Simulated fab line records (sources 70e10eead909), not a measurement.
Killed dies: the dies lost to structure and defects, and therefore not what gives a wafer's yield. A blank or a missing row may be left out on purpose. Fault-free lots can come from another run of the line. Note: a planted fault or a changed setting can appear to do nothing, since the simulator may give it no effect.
Matching of chambers    flow nand_harc    4 sister chambers for NHARC_A_CHANNEL_FILL_D2_ALD_02 on ald_hk-04
The step deposits SiO2, target thk 6 nm, pulse time 10 s, ald cycles 60. 7 wafers are shown with their chamber, then 8 later ones without.

WAFERS WITH THEIR CHAMBER
wafer   chamber  heater_power_w (W)  precursor_pulse_height_rel
L081.1  1        392                 1.016
L085.5  2        450                 0.981
L084.5  2        458                 0.978
L089.5  3        415                 0.981
L088.3  3        412                 0.981
L088.6  0        527                 1.004
L092.3  0        538                 0.993

WAFERS WITHOUT THEIR CHAMBER
wafer   heater_power_w (W)  precursor_pulse_height_rel
L092.4  482                 1.002
L092.5  484                 0.990
L093.1  521                 1.017
L093.2  372                 0.988
L093.3  486                 1.044
L097.3  413                 1.040
L097.5  530                 0.978
L097.6  417                 1.018

CHAMBER TAKEN BY EACH
wafer    from the rows above       in truth
L092.4   2                         2
L092.5   2                         2
L093.1   0                         0
L093.2   can't be placed: 1 or 3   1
L093.3   0                         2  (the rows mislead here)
L097.3   1                         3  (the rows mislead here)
L097.5   0                         0
L097.6   1                         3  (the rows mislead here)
Placed correctly: 4 of 8. From these rows, 1 cannot be placed; in 1 the true chamber is one of the candidates. 3 placed wrongly.
How it was worked out, from the rows above alone: a wafer's distance from a chamber is the root of the sum, over the readings, of the square of ((its reading less the chamber's mean) divided by the reading's scatter). If the next closest chamber is less than 2 further off than the closest, the wafer can't be placed; otherwise it belongs to the closest. The mean given for a chamber averages the wafers shown for that chamber. The scatter: the root of (the sum of the squares of (reading less its chamber's mean) over the shown wafers, divided by (wafers less chambers)).
